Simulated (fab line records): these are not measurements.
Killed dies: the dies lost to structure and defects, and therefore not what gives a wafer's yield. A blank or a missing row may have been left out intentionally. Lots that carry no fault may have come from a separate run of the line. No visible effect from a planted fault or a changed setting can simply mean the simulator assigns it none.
Comparing a struck lot with a sound one | flow n5 finfet | 36 out of 1938 route steps
Sound: the wafers L558.2, L558.3, L558.4. Struck: wafer L565.2. (L565.1 of the same lot was not struck and is left out.) The cause comes at the end.
Order at every step that has rows: each side's tool, ch and its chambers, its first start. Under that, the readings that differ: sound wafers | struck wafers | difference of the means | sigmas: that difference in standard deviations of wafers without a fault.
alike: a reading whose means differ by less than 2 such deviations, as well as words and numbers matching on both sides. not compared: withheld readings; readings where some wafer has no value; bounds like >300 that might hide an equal value; numbers whose values overlap and for which the record gives no deviation.
A row with sigmas, a row that says differs or no value, or rows on one side alone: a step with any of these is where the two part. Non-overlapping numbers with no deviation appear without sigmas and do not part them. A reading missing from all wafers of one side parts the sides only when that side holds two or more wafers.

first, 9 steps without rows for these wafers: N5_BEOL_M9_ALD_74 (deposits TaN, target thk 2 nm, pulse time 2 s, purge time 3 s); N5_BEOL_M9_SURFACE_TREAT_79; N5_BEOL_M9_CVD_78 (deposits Co from CCTBA/H2, target thk 2 nm, time 138.9 s); N5_BEOL_M9_SPUTTER_48 (material Cu, target thk 12 nm, time 2 s); N5_BEOL_M9_ECD_50 (material Cu, target thk 318 nm); N5_BEOL_M9_ANNEAL_51 (time 90 s); N5_BEOL_M9_CMP_52 (polishes, stops on SiCOH lowk, t overpolish 7 s, target thk 140 nm); N5_BEOL_M9_PRE_CLEAN_55 (time 15 s); N5_BEOL_M9_DEP_56 (deposits SiCN from 3MS/NH3, target thk 15 nm, time 26.5 s).
N5_BEOL_M10_ILD_DEP_00: deposits SiCOH lowk from DEMS/porogen, target thk 308.51 nm, time 58 s.
  sound on pecvd-02 ch 0,2, day 11 15:04; struck on pecvd-02 ch 2, day 12 18:45
  reading                                             | sound             | struck | difference | sigmas
  run length s (s)                                    | 100.8 101.1 100.4 | 106.2  | +5.4       | +14
  model.SiCOH_lowk_of_BEOL_M10_ILD_DEP_00.thk nm (nm) | 308.6 306.8 313.4 | 343.2  | +33.6      |
  alike: heater power w, rf fwd power W, showerhead plenum p Torr, showerhead vpp V, throttle valve pct
then, 1 step without rows for these wafers: N5_BEOL_M10_CURE_71 (cures SiCOH lowk, time 240 s).
N5_BEOL_M10_THK_MEAS_01:
  sound: film metro-02 at day 11 15:39; struck: film metro-01 at day 12 19:22
  reading          | sound       | struck | difference | sigmas
  M10_ILD_THK (nm) | 268 267 272 | 299    | +30        | +8
then, 23 steps without rows for these wafers: N5_BEOL_M10_PECVD_70 (deposits SiO2 from TEOS/O2, target thk 20 nm, time 22.7 s); N5_BEOL_M10_HM_DEP_02 (deposits TiN, target thk 20 nm); N5_BEOL_M10_COAT_59 (time 60 s, resist thk 100 nm); N5_BEOL_M10_COAT_60 (time 60 s, resist thk 30 nm); N5_BEOL_M10_COAT_05 (resist thk 90 nm); N5_BEOL_M10_EBR_07; N5_BEOL_M10_SOFTBAKE_06 (time 60 s); N5_BEOL_M10_EXPOSE_08 (exposes mask M10); N5_BEOL_M10_PEB_09 (peb time 60 s); N5_BEOL_M10_DEVELOP_10 (develop time 30 s); N5_BEOL_M10_DESCUM_16 (chemistry O2, time 7.9 s); N5_BEOL_M10_ETCH_61 (etches SiARC in CF4, target depth 39 nm, time 65 s); N5_BEOL_M10_ETCH_62 (etches SOC in N2/H2, target depth 110 nm, overetch 22 nm, time 165 s); N5_BEOL_M10_STRIP_68 (strips in N2/H2); N5_BEOL_M10_STRIP_67 (strips in CF4); N5_BEOL_M10_HM_OPEN_17 (chemistry Cl2/BCl3, target TiN, target depth 20 nm, overetch 6 nm); N5_BEOL_M10_STRIP_19 (strips in O2); N5_BEOL_M10_COAT_63 (time 60 s, resist thk 100 nm); N5_BEOL_M10_COAT_64 (time 60 s, resist thk 30 nm); N5_BEOL_M10_COAT_22 (resist thk 90 nm); N5_BEOL_M10_EBR_24; N5_BEOL_M10_SOFTBAKE_23 (time 60 s); N5_BEOL_M10_EXPOSE_25 (exposes mask V9).
N5_BEOL_M10_CMP_52: polishes, stops on SiCOH lowk, t overpolish 7 s, target thk 140 nm.
  sound on cmp-02 ch 0,1,2, day 11 20:56; struck on cmp-04 ch 3, day 13 04:38
  reading                                             | sound                | struck | difference | sigmas
  head pressure psi (psi)                             | 0.9971 0.9989 0.9996 | 1.0042 | +0.0057    | +3
  model.SiCOH_lowk_of_BEOL_M10_ILD_DEP_00.thk nm (nm) | 265 263.6 269.4      | 295.8  | +29.8      |
  alike: motor current A

== WHERE THEY PART ==
At N5_BEOL_M10_ILD_DEP_00 first; at N5_BEOL_M10_CMP_52 last (within this record only).

WHY: what the simulator had put in
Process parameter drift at N5_BEOL_M10_ILD_DEP_00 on pecvd-02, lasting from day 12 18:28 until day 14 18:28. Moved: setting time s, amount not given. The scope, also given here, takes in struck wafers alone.
